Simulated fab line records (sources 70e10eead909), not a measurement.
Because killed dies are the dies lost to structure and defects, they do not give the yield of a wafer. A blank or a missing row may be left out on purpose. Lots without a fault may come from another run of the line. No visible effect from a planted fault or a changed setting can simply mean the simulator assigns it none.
fab line records ; flow nandHarc
[record] lots = 24; wafers = 72; lastDay = 24
route steps=1159 shown A_CONTACT@960 A_BLC@990 A_M0@1005 A_M1@1051
lots that met no fault: from a run of the same line without faults
startH: start of the lot's first displayed wafer, in hours after the record's first day ; waitH: time in hours since the lot's previous step ; " as in the row above ; L1.1+2: several wafers, shown together as one row ; - no value, or no start given ; * or withheld: withheld ; < > ~ a bound
route shown NAME@n: NAME is a module with steps in the file, n the number in the route of the first one ; usual: mean and standard deviation over wafers with no fault ; same: alike in all rows ; chamber/n: place in a boat ; sites: per-site readings ; _std_site: how widely they spread, as a standard deviation ; _edge_site: mean of outer sites minus mean of inner sites ; radiusMm: how far each site lies from the wafer's centre ; mask NAME#n: copy n ; behind: tool/chamber where the wafer was last shaped ; hold: reason for holding the lot/hours on hold/outcome of the hold ; device: the n, p or np transistor that did not switch ; end of line: the same wafers' tests at the end of the route ; a step given without rows: its recipe and nothing more ; killed: the dies lost at the first sort to structure and to defects; this is not the yield of the wafer ; map: a wafer's dies, x killed, . not, _ none there
set.NAME: the run value of the setting; set.NAME@STEP: its run value at that earlier step ; model.NAME: the simulator's own value behind a step, which no gauge read
the route's steps for a sample of lots (tables are steps, rows are wafers)
services: from which hour (startH, from the record's first day; less than 0 if before it) a tool's chamber was out of use, for how many hours, and why
[[steps]]
[step NHARC_A_CONTACT_CMP_20]
[recipe] tOverpolishS = 30; targetThkNm = 300
[usual] motorCurrentA = 11.2/1.2; overpolishRunS = 30.000/0.0089; timeToEndpointS = 59/3.8
lot.wafer;tool;chamber;startH;waitH;motorCurrentA;overpolishRunS;timeToEndpointS
L074.2;cmp-03;1;390.04;0.7;10.3;29.993;58
L074.1;cmp-03;2;390.04;0.7;9.3;30.000;61
L074.3;cmp-03;3;390.04;0.7;12.1;30.003;58
L077.3;cmp-03;1;397.45;0.9;10.2;29.997;60
L077.2;cmp-03;2;397.45;0.9;9.2;29.994;60
L077.5;cmp-03;1;397.45;0.9;9.9;29.983;60
L075.2;cmp-03;2;400.92;1.2;9.7;30.003;58
L075.3;cmp-03;3;400.92;1.2;11.5;30.001;61
L075.5;cmp-03;1;400.92;1.2;10.5;29.996;60
L076.3;cmp-03;1;402.41;0.9;10.3;29.997;63
L076.2;cmp-03;2;402.41;0.9;8.9;30.004;59
L076.1;cmp-03;3;402.41;0.9;12.0;30.000;61
L078.2;cmp-04;2;417.92;0.8;10.6;29.999;55
L078.4;cmp-04;1;417.92;0.8;10.3;29.995;61
L078.5;cmp-04;2;417.92;0.8;11.5;29.994;54
L080.4;cmp-04;1;418.68;0.4;10.0;30.020;63
L080.1;cmp-04;2;418.68;0.4;11.0;29.994;54
L080.2;cmp-04;3;418.68;0.4;12.8;29.992;62
L079.2;cmp-03;0;419.93;0.8;11.0;30.012;54
L079.5;cmp-03;0;419.93;0.8;12.0;30.006;57
L079.6;cmp-03;1;419.93;0.8;10.3;29.997;58
L081.3;cmp-04;2;427.28;0.4;11.2;29.993;59
L081.5;cmp-04;2;427.28;0.4;10.3;29.994;59
L081.6;cmp-04;3;427.28;0.4;13.3;29.997;64
L082.4;cmp-04;0;443.96;0.4;11.6;30.005;55
L082.1;cmp-04;1;443.96;0.4;10.2;30.000;59
L082.5;cmp-04;0;443.96;0.4;11.4;29.993;55
L083.1;cmp-04;1;444.66;0.8;10.0;30.007;65
L083.6;cmp-04;0;444.66;0.8;11.2;29.988;60
L083.5;cmp-04;1;444.66;0.8;9.8;30.013;65
L087.3;cmp-04;2;449.12;0.6;11.2;30.011;53
L087.5;cmp-04;0;449.12;0.6;11.2;30.013;56
L087.6;cmp-04;1;449.12;0.6;9.9;30.010;65
L084.4;cmp-03;3;452.94;0.4;11.8;30.005;66
L084.5;cmp-03;3;452.94;0.4;11.9;30.007;63
L084.6;cmp-03;0;452.94;0.4;12.0;29.982;57
L086.2;cmp-03;0;462.77;0.8;11.7;30.009;56
L086.3;cmp-03;2;462.77;0.8;9.2;30.013;58
L086.1;cmp-03;3;462.77;0.8;11.7;29.998;59
L085.2;cmp-02;3;463.58;0.7;12.1;29.995;60
L085.3;cmp-02;0;463.58;0.7;11.7;30.000;64
L085.5;cmp-02;2;463.58;0.7;12.8;30.002;66
L088.3;cmp-04;2;484.58;0.4;11.1;29.993;51
L088.5;cmp-04;0;484.58;0.4;11.1;30.010;57
L088.6;cmp-04;1;484.58;0.4;10.2;30.000;64
L089.3;cmp-02;0;485.28;0.5;12.3;29.996;60
L089.2;cmp-02;2;485.28;0.5;12.9;30.015;61
L089.5;cmp-02;1;485.28;0.5;13.3;30.002;58
L092.4;cmp-04;2;491.67;0.5;11.0;29.990;54
L092.2;cmp-04;3;491.67;0.5;13.2;30.014;61
L092.1;cmp-04;0;491.67;0.5;11.8;30.012;59
L093.3;cmp-03;3;497.93;0.4;11.7;29.994;61
L093.1;cmp-03;1;497.93;0.4;10.2;30.007;61
L093.6;cmp-03;2;497.93;0.4;8.9;29.986;60
L090.4;cmp-03;0;498.67;0.4;11.9;30.015;53
L090.1;cmp-03;1;498.67;0.4;11.0;29.997;58
L090.5;cmp-03;3;498.67;0.4;11.7;29.998;55
L091.4;cmp-04;2;506.58;0.5;11.0;29.984;59
L091.1;cmp-04;3;506.58;0.5;12.9;30.003;66
L091.3;cmp-04;0;506.58;0.5;11.2;29.991;57
L094.4;cmp-03;3;514.03;0.5;12.2;29.999;59
L094.3;cmp-03;1;514.03;0.5;10.2;30.012;59
L094.2;cmp-03;2;514.03;0.5;9.1;30.008;57
L095.3;cmp-03;2;523.71;0.6;9.0;29.986;59
L095.6;cmp-03;1;523.71;0.6;10.3;30.006;58
L095.5;cmp-03;2;523.71;0.6;9.0;29.985;62
L096.1;cmp-04;0;524.44;0.8;11.5;30.004;61
L096.5;cmp-04;0;524.44;0.8;11.2;29.993;64
L096.6;cmp-04;1;524.44;0.8;9.7;29.996;67
L097.2;cmp-04;1;530.51;0.8;9.8;30.006;69
L097.3;cmp-04;2;530.51;0.8;11.1;30.000;64
L097.1;cmp-04;3;530.51;0.8;12.7;29.985;69
[step NHARC_A_BLC_CMP_25]
[recipe] tOverpolishS = 30; targetThkNm = 150
[usual] motorCurrentA = 11.8/1.3; overpolishRunS = 30.000/0.0087; timeToEndpointS = 30.3/2.6
lot.wafer;tool;chamber;startH;waitH;motorCurrentA;overpolishRunS;timeToEndpointS
L074.2;cmp-02;1;398.29;0.7;13.3;29.980;32.9
L074.1;cmp-02;2;398.29;0.7;12.7;29.998;35.1
L074.3;cmp-02;3;398.29;0.7;12.6;30.011;32.0
L077.2;cmp-02;2;401.83;0.4;13.1;29.997;30.7
L077.3;cmp-02;3;401.83;0.4;11.9;29.992;30.5
L077.5;cmp-02;0;401.83;0.4;12.3;30.002;29.7
L075.2;cmp-03;0;408.67;0.4;12.2;29.983;24.9
L075.3;cmp-03;1;408.67;0.4;10.1;30.005;29.4
L075.5;cmp-03;1;408.67;0.4;10.7;30.006;28.4
L076.1;cmp-02;1;409.13;0.4;12.8;29.990;27.0
L076.2;cmp-02;3;409.13;0.4;11.6;30.002;30.6
L076.3;cmp-02;0;409.13;0.4;12.6;29.993;32.1
L078.4;cmp-03;1;421.75;0.4;10.3;29.997;31.8
L078.2;cmp-03;2;421.75;0.4;8.9;30.010;29.7
L078.5;cmp-03;3;421.75;0.4;12.1;30.015;31.7
L080.1;cmp-01;1;426.07;0.4;12.9;29.998;33.0
L080.4;cmp-01;2;426.07;0.4;13.4;30.001;29.7
L080.2;cmp-01;3;426.07;0.4;12.9;30.009;32.9
L079.2;cmp-03;0;426.59;0.5;11.8;29.988;26.1
L079.6;cmp-03;1;426.59;0.5;11.1;29.990;31.6
L079.5;cmp-03;2;426.59;0.5;8.7;30.008;30.6
L081.3;cmp-01;2;437.31;0.4;13.4;29.990;30.3
L081.5;cmp-01;3;437.31;0.4;12.1;30.005;31.0
L081.6;cmp-01;0;437.31;0.4;10.4;29.988;32.4
L082.1;cmp-02;3;447.73;0.4;11.9;29.998;34.8
L082.4;cmp-02;1;447.73;0.4;13.2;29.987;31.8
L082.5;cmp-02;3;447.73;0.4;11.7;30.001;34.7
L083.1;cmp-01;0;448.39;0.5;11.2;30.002;33.4
L083.6;cmp-01;0;448.39;0.5;10.8;29.992;32.2
L083.5;cmp-01;1;448.39;0.5;12.9;29.996;29.0
L087.3;cmp-03;3;452.76;0.4;11.5;29.989;32.6
L087.5;cmp-03;1;452.76;0.4;9.7;30.003;32.2
L087.6;cmp-03;2;452.76;0.4;9.6;29.999;30.9
L084.4;cmp-03;2;457.63;0.3;9.2;29.999;28.2
L084.5;cmp-03;2;457.63;0.3;8.8;30.005;27.6
L084.6;cmp-03;3;457.63;0.3;12.1;29.999;30.3
L086.2;cmp-01;2;468.90;0.4;13.5;30.002;28.1
L086.3;cmp-01;3;468.90;0.4;12.3;30.008;31.6
L086.1;cmp-01;0;468.90;0.4;11.1;29.999;36.2
L085.3;cmp-03;2;469.37;0.4;8.9;30.006;29.1
L085.2;cmp-03;3;469.37;0.4;11.9;29.993;30.8
L085.5;cmp-03;1;469.37;0.4;10.7;30.008;29.8
L088.3;cmp-03;1;492.85;0.4;10.9;30.008;30.6
L088.6;cmp-03;2;492.85;0.4;9.2;30.003;29.1
L088.5;cmp-03;3;492.85;0.4;12.0;29.995;31.0
L089.2;cmp-02;2;493.13;0.5;13.2;30.009;30.4
L089.3;cmp-02;3;493.13;0.5;11.7;29.988;29.6
L089.5;cmp-02;3;493.13;0.5;11.9;30.012;30.3
L092.1;cmp-03;1;498.38;0.5;9.7;30.000;26.3
L092.4;cmp-03;2;498.38;0.5;9.4;29.997;28.5
L092.2;cmp-03;0;498.38;0.5;11.8;29.994;24.7
L093.1;cmp-03;0;506.99;0.4;11.8;29.997;24.7
L093.3;cmp-03;1;506.99;0.4;10.3;30.013;29.7
L093.6;cmp-03;0;506.99;0.4;11.7;30.007;26.5
L090.4;cmp-03;0;508.00;0.4;11.5;29.998;26.1
L090.1;cmp-03;1;508.00;0.4;10.2;30.001;26.7
L090.5;cmp-03;3;508.00;0.4;12.0;29.973;30.9
L091.3;cmp-02;3;513.22;0.3;12.6;29.992;31.3
L091.4;cmp-02;0;513.22;0.3;11.9;29.997;33.4
L091.1;cmp-02;2;513.22;0.3;12.8;30.001;33.0
L094.2;cmp-02;1;517.61;0.5;13.3;29.990;29.7
L094.4;cmp-02;2;517.61;0.5;12.7;29.992;33.7
L094.3;cmp-02;3;517.61;0.5;11.5;30.003;30.3
L095.3;cmp-01;3;531.95;0.4;12.7;30.007;31.6
L095.6;cmp-01;0;531.95;0.4;10.3;29.996;36.8
L095.5;cmp-01;1;531.95;0.4;13.5;30.006;28.1
L096.1;cmp-02;0;532.24;0.5;12.3;29.986;32.2
L096.6;cmp-02;1;532.24;0.5;12.5;30.002;29.8
L096.5;cmp-02;2;532.24;0.5;12.5;29.981;30.9
L097.1;cmp-01;2;535.44;0.4;12.6;30.007;27.3
L097.3;cmp-01;3;535.44;0.4;11.9;30.007;29.9
L097.2;cmp-01;0;535.44;0.4;10.2;30.000;30.9
[step NHARC_A_BLC_INSPECT_28]
[usual] rawDefectCount = 424/110
lot.wafer;tool;chamber;startH;waitH;rawDefectCount
L074.1;defectInspect-01;-;398.66;0.1;408
L074.2;defectInspect-01;-;398.66;0.1;466
L074.3;defectInspect-01;-;398.66;0.1;360
L077.2;defectInspect-01;-;402.18;0.1;430
L077.3;defectInspect-01;-;402.18;0.1;417
L077.5;defectInspect-01;-;402.18;0.1;377
L075.2;defectInspect-02;-;409.07;0.1;337
L075.3;defectInspect-02;-;409.07;0.1;360
L075.5;defectInspect-02;-;409.07;0.1;375
L076.1;defectInspect-02;-;409.53;0.1;275
L076.2;defectInspect-02;-;409.53;0.1;350
L076.3;defectInspect-02;-;409.53;0.1;300
L078.2;defectInspect-02;-;422.11;0.1;504
L078.4;defectInspect-02;-;422.11;0.1;350
L078.5;defectInspect-02;-;422.11;0.1;471
L080.1;defectInspect-02;-;426.48;0.1;339
L080.2;defectInspect-02;-;426.48;0.1;388
L080.4;defectInspect-02;-;426.48;0.1;354
L079.2;defectInspect-01;-;426.92;0.1;342
L079.5;defectInspect-01;-;426.92;0.1;494
L079.6;defectInspect-01;-;426.92;0.1;367
L081.3;defectInspect-02;-;437.67;0.1;600
L081.5;defectInspect-02;-;437.67;0.1;377
L081.6;defectInspect-02;-;437.67;0.1;422
L082.1;defectInspect-02;-;448.14;0.1;528
L082.4;defectInspect-02;-;448.14;0.1;433
L082.5;defectInspect-02;-;448.14;0.1;386
L083.1;defectInspect-01;-;448.82;0.1;412
L083.5;defectInspect-01;-;448.82;0.1;338
L083.6;defectInspect-01;-;448.82;0.1;396
L087.3;defectInspect-02;-;453.15;0.1;521
L087.5;defectInspect-02;-;453.15;0.1;617
L087.6;defectInspect-02;-;453.15;0.1;521
L084.4;defectInspect-02;-;458.04;0.1;491
L084.5;defectInspect-02;-;458.04;0.1;454
L084.6;defectInspect-02;-;458.04;0.1;442
L086.1;defectInspect-01;-;469.31;0.1;654
L086.2;defectInspect-01;-;469.31;0.1;545
L086.3;defectInspect-01;-;469.31;0.1;555
L085.2;defectInspect-02;-;469.75;0.1;359
L085.3;defectInspect-02;-;469.75;0.1;348
L085.5;defectInspect-02;-;469.75;0.1;283
L088.3;defectInspect-02;-;493.17;0.1;328
L088.5;defectInspect-02;-;493.17;0.1;404
L088.6;defectInspect-02;-;493.17;0.1;376
L089.2;defectInspect-01;-;493.54;0.1;421
L089.3;defectInspect-01;-;493.54;0.1;458
L089.5;defectInspect-01;-;493.54;0.1;465
L092.1;defectInspect-01;-;498.78;0.1;563
L092.2;defectInspect-01;-;498.78;0.1;393
L092.4;defectInspect-01;-;498.78;0.1;358
L093.1;defectInspect-01;-;507.40;0.1;399
L093.3;defectInspect-01;-;507.40;0.1;633
L093.6;defectInspect-01;-;507.40;0.1;756
L090.1;defectInspect-02;-;508.39;0.1;444
L090.4;defectInspect-02;-;508.39;0.1;360
L090.5;defectInspect-02;-;508.39;0.1;539
L091.1;defectInspect-01;-;513.65;0.1;465
L091.3;defectInspect-01;-;513.65;0.1;399
L091.4;defectInspect-01;-;513.65;0.1;652
L094.2;defectInspect-01;-;518.02;0.1;308
L094.3;defectInspect-01;-;518.02;0.1;489
L094.4;defectInspect-01;-;518.02;0.1;364
L095.3;defectInspect-01;-;532.29;0.1;421
L095.5;defectInspect-01;-;532.29;0.1;484
L095.6;defectInspect-01;-;532.29;0.1;319
L096.1;defectInspect-01;-;532.57;0.1;346
L096.5;defectInspect-01;-;532.57;0.1;326
L096.6;defectInspect-01;-;532.57;0.1;341
L097.1;defectInspect-02;-;535.85;0.1;296
L097.2;defectInspect-02;-;535.85;0.1;312
L097.3;defectInspect-02;-;535.85;0.1;551
[step NHARC_A_M0_OVL_MEAS_10]
[recipe] pitchNm = 160
[usual] overlayXNm = 0.0/1; overlayYNm = -0.1/0.77
lot.wafer;tool;chamber;startH;waitH;overlayXNm;overlayYNm
L074.1;overlay-02;-;399.66;-;0.3;2.1
L074.2;overlay-02;-;399.66;-;0.0;2.0
L074.3;overlay-02;-;399.66;-;-0.5;2.0
L077.2;overlay-02;-;403.06;-;-1.4;0.2
L077.3;overlay-02;-;403.06;-;-1.3;-0.1
L077.5;overlay-02;-;403.06;-;-1.2;0.2
L075.2;overlay-02;-;410.07;-;-0.8;-0.7
L075.3;overlay-02;-;410.07;-;-0.4;-0.2
L075.5;overlay-02;-;410.07;-;-0.2;0.0
L076.1;overlay-01;-;410.66;-;-0.1;-1.1
L076.2;overlay-01;-;410.66;-;-0.5;-1.0
L076.3;overlay-01;-;410.66;-;-0.1;-1.3
L078.2;overlay-02;-;423.10;-;-0.3;-0.4
L078.4;overlay-02;-;423.10;-;-0.6;-0.1
L078.5;overlay-02;-;423.10;-;0.1;0.2
L080.1;overlay-01;-;427.70;-;-0.6;-1.1
L080.2;overlay-01;-;427.70;-;-0.1;-0.3
L080.4;overlay-01;-;427.70;-;-0.7;-0.7
L079.2;overlay-02;-;428.13;-;-0.7;-1.0
L079.5;overlay-02;-;428.13;-;-0.4;-0.5
L079.6;overlay-02;-;428.13;-;-0.4;0.0
L081.3;overlay-02;-;438.67;-;0.4;1.2
L081.5;overlay-02;-;438.67;-;1.0;1.1
L081.6;overlay-02;-;438.67;-;0.9;0.9
L082.1;overlay-01;-;449.23;-;0.0;-0.1
L082.4;overlay-01;-;449.23;-;-0.1;-0.4
L082.5;overlay-01;-;449.23;-;-0.8;-0.4
L083.1;overlay-02;-;449.95;-;-1.0;-0.4
L083.5;overlay-02;-;449.95;-;-0.4;0.4
L083.6;overlay-02;-;449.95;-;-0.6;0.9
L087.3;overlay-01;-;454.16;-;1.9;0.4
L087.5;overlay-01;-;454.16;-;1.6;0.6
L087.6;overlay-01;-;454.16;-;1.4;0.7
L084.4;overlay-01;-;458.90;-;-0.1;1.0
L084.5;overlay-01;-;458.90;-;-0.3;0.9
L084.6;overlay-01;-;458.90;-;0.0;0.5
L086.1;overlay-02;-;470.17;-;0.2;-0.1
L086.2;overlay-02;-;470.17;-;-0.1;-0.2
L086.3;overlay-02;-;470.17;-;0.2;0.4
L085.2;overlay-02;-;470.61;-;-2.2;-1.3
L085.3;overlay-02;-;470.61;-;-1.4;-1.2
L085.5;overlay-02;-;470.61;-;-1.4;-0.9
L088.3;overlay-02;-;494.30;-;0.5;-0.8
L088.5;overlay-02;-;494.30;-;-1.1;-0.6
L088.6;overlay-02;-;494.30;-;-0.4;-0.7
L089.2;overlay-02;-;494.53;-;-1.1;0.8
L089.3;overlay-02;-;494.53;-;-0.9;0.0
L089.5;overlay-02;-;494.53;-;-0.9;0.0
L092.1;overlay-01;-;499.77;-;-0.6;-0.7
L092.2;overlay-01;-;499.77;-;-1.2;-1.0
L092.4;overlay-01;-;499.77;-;-0.9;-0.8
L093.1;overlay-02;-;508.43;-;1.7;0.0
L093.3;overlay-02;-;508.43;-;1.5;-0.1
L093.6;overlay-02;-;508.43;-;1.9;-0.6
L090.1;overlay-01;-;509.38;-;0.0;-0.5
L090.4;overlay-01;-;509.38;-;0.3;-0.5
L090.5;overlay-01;-;509.38;-;0.0;-0.3
L091.1;overlay-02;-;514.83;-;0.1;-1.1
L091.3;overlay-02;-;514.83;-;0.1;-1.0
L091.4;overlay-02;-;514.83;-;0.2;-0.6
L094.2;overlay-02;-;519.02;-;-0.1;-0.1
L094.3;overlay-02;-;519.02;-;-0.5;-0.1
L094.4;overlay-02;-;519.02;-;-0.7;0.3
L095.3;overlay-01;-;533.27;-;2.7;-0.8
L095.5;overlay-01;-;533.27;-;1.8;-0.4
L095.6;overlay-01;-;533.27;-;1.7;-0.8
L096.1;overlay-02;-;533.56;-;0.7;0.8
L096.5;overlay-02;-;533.56;-;0.1;0.4
L096.6;overlay-02;-;533.56;-;-0.3;0.2
L097.1;overlay-01;-;536.72;-;2.8;0.1
L097.2;overlay-01;-;536.72;-;2.0;1.0
L097.3;overlay-01;-;536.72;-;2.1;0.0
[step NHARC_A_M0_ETCH_15]
[recipe] targetDepthA = 1500; overetchA = 150; timeS = 82.5; c4f8FlowSccm = withheld; arFlowSccm = 400; rfW = 600; biasW = 300; chemistry = C4F8/Ar
[usual] oesProductAu = 0.946/0.023; rfFwdPowerW = 595.6/2.6; rfVppV = 441.4/2.3
lot.wafer;tool;chamber;startH;waitH;oesProductAu;rfFwdPowerW;rfHoursCounterH;rfVppV
L074.1;rieDiel-05;1;-;-;0.937;596.2;4;441.9
L074.3;rieDiel-05;3;-;-;0.926;590.3;4;443.6
L074.2;rieDiel-05;0;-;-;0.923;597.2;3;441.0
L077.2;rieDiel-01;2;-;-;0.976;594.2;6;439.9
L077.3;rieDiel-01;3;-;-;0.961;599.5;5;438.8
L077.5;rieDiel-01;1;-;-;0.950;594.7;-;442.7
L075.2;rieDiel-01;3;-;-;0.968;594.8;5;438.8
L075.3;rieDiel-01;1;-;-;0.986;592.3;6;444.1
L075.5;rieDiel-01;3;-;-;0.964;597.8;-;438.3
L076.3;rieDiel-01;1;-;-;0.952;591.0;6;444.1
L076.1;rieDiel-01;2;-;-;0.953;592.0;6;439.8
L076.2;rieDiel-01;3;-;-;0.989;596.8;5;437.2
L078.4;rieDiel-12;3;-;-;0.963;593.8;3;443.6
L078.2;rieDiel-12;1;-;-;0.956;595.2;2;441.8
L078.5;rieDiel-12;3;-;-;0.962;594.6;-;440.9
L080.4;rieDiel-12;0;-;-;0.954;596.0;2;439.7
L080.2;rieDiel-12;1;-;-;0.962;597.8;3;441.8
L080.1;rieDiel-12;2;-;-;0.982;594.8;3;444.6
L079.2;rieDiel-05;3;-;-;0.960;591.2;6;443.7
L079.5;rieDiel-05;0;-;-;0.957;594.8;-;444.1
L079.6;rieDiel-05;1;-;-;0.984;593.2;-;442.5
L081.3;rieDiel-01;0;-;-;0.913;595.3;8;445.2
L081.6;rieDiel-01;1;-;-;0.913;594.4;-;444.4
L081.5;rieDiel-01;2;-;-;0.922;589.9;-;439.4
L082.4;rieDiel-01;3;-;-;0.956;597.5;9;439.0
L082.1;rieDiel-01;2;-;-;0.944;592.0;9;441.2
L082.5;rieDiel-01;3;-;-;0.957;598.8;-;437.0
L083.1;rieDiel-01;2;-;-;0.917;592.7;9;440.6
L083.5;rieDiel-01;1;-;-;0.914;595.0;-;445.0
L083.6;rieDiel-01;2;-;-;0.919;595.1;-;439.9
L087.3;rieDiel-01;1;-;-;0.949;594.5;9;443.3
L087.6;rieDiel-01;2;-;-;0.982;593.0;-;438.5
L087.5;rieDiel-01;3;-;-;0.994;596.1;-;438.3
L084.4;rieDiel-01;2;-;-;0.931;591.8;10;440.0
L084.5;rieDiel-01;2;-;-;0.937;592.0;-;439.8
L084.6;rieDiel-01;3;-;-;0.937;600.1;-;437.6
L085.3;rieDiel-12;1;-;-;0.907;592.1;5;441.1
L085.2;rieDiel-12;2;-;-;0.942;598.8;6;445.7
L085.5;rieDiel-12;3;-;-;0.919;594.9;-;442.9
L086.1;rieDiel-01;1;-;-;0.913;595.9;10;443.5
L086.3;rieDiel-01;2;-;-;0.924;593.7;10;440.7
L086.2;rieDiel-01;0;-;-;0.931;599.4;10;444.1
L088.3;rieDiel-05;0;-;-;0.908;598.4;10;443.5
L088.5;rieDiel-05;1;-;-;0.920;593.8;-;441.6
L088.6;rieDiel-05;2;-;-;0.917;596.4;-;440.3
L089.3;rieDiel-05;3;-;-;0.944;594.5;11;443.6
L089.2;rieDiel-05;1;-;-;0.943;594.2;11;442.0
L089.5;rieDiel-05;3;-;-;0.935;590.4;-;443.8
L092.2;rieDiel-05;1;-;-;0.918;598.9;12;439.7
L092.1;rieDiel-05;2;-;-;0.909;598.0;12;438.6
L092.4;rieDiel-05;3;-;-;0.923;592.2;12;444.4
L093.3;rieDiel-01;3;-;-;0.959;596.4;0;436.9
L093.1;rieDiel-01;1;-;-;0.953;589.7;0;445.2
L093.6;rieDiel-01;3;-;-;0.968;597.9;-;438.7
L090.4;rieDiel-05;2;-;-;0.960;598.4;12;439.5
L090.1;rieDiel-05;1;-;-;0.975;595.4;12;441.6
L090.5;rieDiel-05;3;-;-;0.933;596.1;-;443.7
L091.4;rieDiel-05;2;-;-;0.961;598.4;12;440.2
L091.3;rieDiel-05;3;-;-;0.936;592.1;12;443.7
L091.1;rieDiel-05;0;-;-;0.967;600.5;11;441.3
L094.4;rieDiel-01;1;-;-;0.942;593.6;1;443.9
L094.3;rieDiel-01;2;-;-;0.978;593.4;1;439.1
L094.2;rieDiel-01;3;-;-;0.983;597.6;1;438.3
L095.3;rieDiel-05;3;-;-;0.975;590.7;0;444.4
L095.6;rieDiel-05;1;-;-;0.955;598.7;-;442.4
L095.5;rieDiel-05;2;-;-;0.969;598.2;-;439.5
L096.1;rieDiel-12;3;-;-;0.923;598.1;9;441.7
L096.5;rieDiel-12;3;-;-;0.916;597.2;-;441.0
L096.6;rieDiel-12;0;-;-;0.912;597.6;-;440.0
L097.1;rieDiel-05;1;-;-;0.949;595.8;0;441.4
L097.2;rieDiel-05;2;-;-;0.973;598.3;0;441.1
L097.3;rieDiel-05;3;-;-;0.967;593.5;0;445.1
[step NHARC_A_M1_ANNEAL_31]
[recipe] tempC = 225; timeS = 90
[usual] wafer_temp_C_max = 226.0/0.33
lot.wafer;tool;chamber;startH;waitH;wafer_temp_C_max
L074.1;rtpAnneal-02;0;405.95;0.3;226.3
L074.2;rtpAnneal-02;0;405.95;0.3;225.5
L074.3;rtpAnneal-02;0;405.95;0.3;225.8
L077.2;rtpAnneal-01;0;409.04;0.4;226.6
L077.3;rtpAnneal-01;0;409.04;0.4;226.3
L077.5;rtpAnneal-01;0;409.04;0.4;225.9
L075.2;rtpAnneal-01;0;416.53;0.3;225.6
L075.3;rtpAnneal-01;0;416.53;0.3;225.7
L075.5;rtpAnneal-01;0;416.53;0.3;225.9
L076.1;rtpAnneal-02;0;417.29;0.3;225.8
L076.2;rtpAnneal-02;0;417.29;0.3;225.9
L076.3;rtpAnneal-02;0;417.29;0.3;225.8
L078.2;rtpAnneal-02;0;428.98;0.4;225.8
L078.4;rtpAnneal-02;0;428.98;0.4;225.9
L078.5;rtpAnneal-02;0;428.98;0.4;226.2
L080.1;rtpAnneal-02;0;433.91;-;226.3
L080.2;rtpAnneal-02;0;433.91;-;226.2
L080.4;rtpAnneal-02;0;433.91;-;226.5
L079.2;rtpAnneal-02;0;434.74;0.3;226.1
L079.5;rtpAnneal-02;0;434.74;0.3;226.2
L079.6;rtpAnneal-02;0;434.74;0.3;226.4
L081.3;rtpAnneal-01;0;445.15;-;226.2
L081.5;rtpAnneal-01;0;445.15;-;226.2
L081.6;rtpAnneal-01;0;445.15;-;225.9
L082.1;rtpAnneal-01;0;455.15;-;225.6
L082.4;rtpAnneal-01;0;455.15;-;225.6
L082.5;rtpAnneal-01;0;455.15;-;225.6
L083.1;rtpAnneal-01;0;455.98;-;226.1
L083.5;rtpAnneal-01;0;455.98;-;225.8
L083.6;rtpAnneal-01;0;455.98;-;226.0
L087.3;rtpAnneal-02;0;460.60;-;226.5
L087.5;rtpAnneal-02;0;460.60;-;226.4
L087.6;rtpAnneal-02;0;460.60;-;226.2
L084.4;rtpAnneal-02;0;465.06;-;226.6
L084.5;rtpAnneal-02;0;465.06;-;226.2
L084.6;rtpAnneal-02;0;465.06;-;226.3
L085.2;rtpAnneal-01;0;476.48;-;225.8
L085.3;rtpAnneal-01;0;476.48;-;225.8
L085.5;rtpAnneal-01;0;476.48;-;225.7
L086.1;rtpAnneal-02;0;476.65;-;226.6
L086.2;rtpAnneal-02;0;476.65;-;226.2
L086.3;rtpAnneal-02;0;476.65;-;226.1
L088.3;rtpAnneal-02;0;500.43;-;225.9
L088.5;rtpAnneal-02;0;500.43;-;226.3
L088.6;rtpAnneal-02;0;500.43;-;226.2
L089.2;rtpAnneal-01;0;500.83;-;226.3
L089.3;rtpAnneal-01;0;500.83;-;225.8
L089.5;rtpAnneal-01;0;500.83;-;225.9
L092.1;rtpAnneal-02;0;505.89;-;226.9
L092.2;rtpAnneal-02;0;505.89;-;226.2
L092.4;rtpAnneal-02;0;505.89;-;226.1
L093.1;rtpAnneal-01;0;514.37;0.3;225.8
L093.3;rtpAnneal-01;0;514.37;0.3;225.9
L093.6;rtpAnneal-01;0;514.37;0.3;225.9
L090.1;rtpAnneal-01;0;515.19;0.3;225.8
L090.4;rtpAnneal-01;0;515.19;0.3;225.5
L090.5;rtpAnneal-01;0;515.19;0.3;225.7
L091.1;rtpAnneal-01;0;520.66;-;225.6
L091.3;rtpAnneal-01;0;520.66;-;226.2
L091.4;rtpAnneal-01;0;520.66;-;225.5
L094.2;rtpAnneal-02;0;525.04;-;226.3
L094.3;rtpAnneal-02;0;525.04;-;226.6
L094.4;rtpAnneal-02;0;525.04;-;226.5
L096.1;rtpAnneal-02;0;540.16;0.3;226.7
L096.5;rtpAnneal-02;0;540.16;0.3;226.4
L096.6;rtpAnneal-02;0;540.16;0.3;226.3
L095.3;rtpAnneal-01;0;540.57;-;225.9
L095.5;rtpAnneal-01;0;540.57;-;225.8
L095.6;rtpAnneal-01;0;540.57;-;226.0
L097.1;rtpAnneal-01;0;543.00;0.3;225.8
L097.2;rtpAnneal-01;0;543.00;0.3;225.8
L097.3;rtpAnneal-01;0;543.00;0.3;225.3
[[services]]
tool;chamber;startH;hours;kind
cmp-03;-;372.80;4.0;pm
cmp-04;-;384.99;0.7;repair
rieDiel-05;0;387.95;11.7;repair
cmp-04;-;399.00;4.0;pm
cmp-01;-;401.01;2.1;repair
cmp-02;-;403.79;0.5;repair
rieDiel-01;1;405.93;4.3;repair
cmp-01;-;406.06;4.0;pm
cmp-02;-;422.54;4.0;pm
rieDiel-05;0;429.66;2.4;repair
cmp-02;-;448.51;0.5;repair
cmp-04;-;452.92;13.5;repair
cmp-01;-;461.41;0.5;repair
cmp-04;-;466.56;0.3;repair
cmp-03;-;470.80;4.0;pm
cmp-04;-;474.20;1.1;repair
rieDiel-01;-;491.84;9.0;pm
cmp-02;-;495.06;2.0;repair
cmp-04;-;497.07;4.0;pm
rieDiel-05;-;517.72;9.0;pm
cmp-02;-;520.59;4.0;pm
cmp-02;-;527.37;1.1;repair
rieDiel-01;3;530.24;20.2;repair
cmp-02;-;536.04;0.7;repair
[[key]]
fault none
